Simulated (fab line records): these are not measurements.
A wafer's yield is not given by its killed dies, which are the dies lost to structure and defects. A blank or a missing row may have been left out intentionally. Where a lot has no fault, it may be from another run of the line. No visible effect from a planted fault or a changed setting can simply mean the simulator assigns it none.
Matching of chambers / flow n5Finfet / N5_MOL_CONTACT_COAG_ETCH_67 on rieDiel-06: 4 sister chambers
The step etches SOC in N2/H2, target depth 60 nm, overetch 21 nm, time 101.2 s. 4 wafers are shown with their chamber, then 10 later ones without.

== WAFERS WITH THEIR CHAMBER ==
wafer=L082.1; chamber=2; throttleValvePct (%)=17.74
wafer=L083.3; chamber=1; throttleValvePct (%)=17.81
wafer=L084.3; chamber=3; throttleValvePct (%)=17.90
wafer=L084.4; chamber=0; throttleValvePct (%)=18.23

== WAFERS WITH NO CHAMBER GIVEN ==
wafer=L084.6; throttleValvePct (%)=17.91
wafer=L092.1; throttleValvePct (%)=17.79
wafer=L092.3; throttleValvePct (%)=18.28
wafer=L092.4; throttleValvePct (%)=17.79
wafer=L093.2; throttleValvePct (%)=18.29
wafer=L093.4; throttleValvePct (%)=18.30
wafer=L093.5; throttleValvePct (%)=17.79
wafer=L097.1; throttleValvePct (%)=17.95
wafer=L097.3; throttleValvePct (%)=17.81
wafer=L097.5; throttleValvePct (%)=17.95

== CHAMBER TAKEN BY EACH ==
wafer=L084.6; from the rows above=3; in truth=3
wafer=L092.1; from the rows above=can't be placed: 1 or 2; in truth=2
wafer=L092.3; from the rows above=0; in truth=0
wafer=L092.4; from the rows above=can't be placed: 1 or 2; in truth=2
wafer=L093.2; from the rows above=0; in truth=0
wafer=L093.4; from the rows above=0; in truth=0
wafer=L093.5; from the rows above=can't be placed: 1 or 2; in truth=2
wafer=L097.1; from the rows above=3; in truth=3
wafer=L097.3; from the rows above=can't be placed: 1 or 2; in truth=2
wafer=L097.5; from the rows above=3; in truth=3
6 of 10 placed correctly. Can't be placed from these rows: 4 (the true chamber is among the candidates in 4). Number placed wrongly: 0.
How it was worked out, from the rows above alone: a wafer's distance from a chamber is the root of the sum, over the readings, of the square of ((its reading less the chamber's mean) divided by the reading's scatter). If the next closest chamber is less than 2 further off than the closest, the wafer can't be placed; otherwise it belongs to the closest. The mean given for a chamber averages the wafers shown for that chamber. The scatter: with one shown wafer a chamber, the root of the mean of the squares of how far each hidden wafer lies from its nearest shown one.
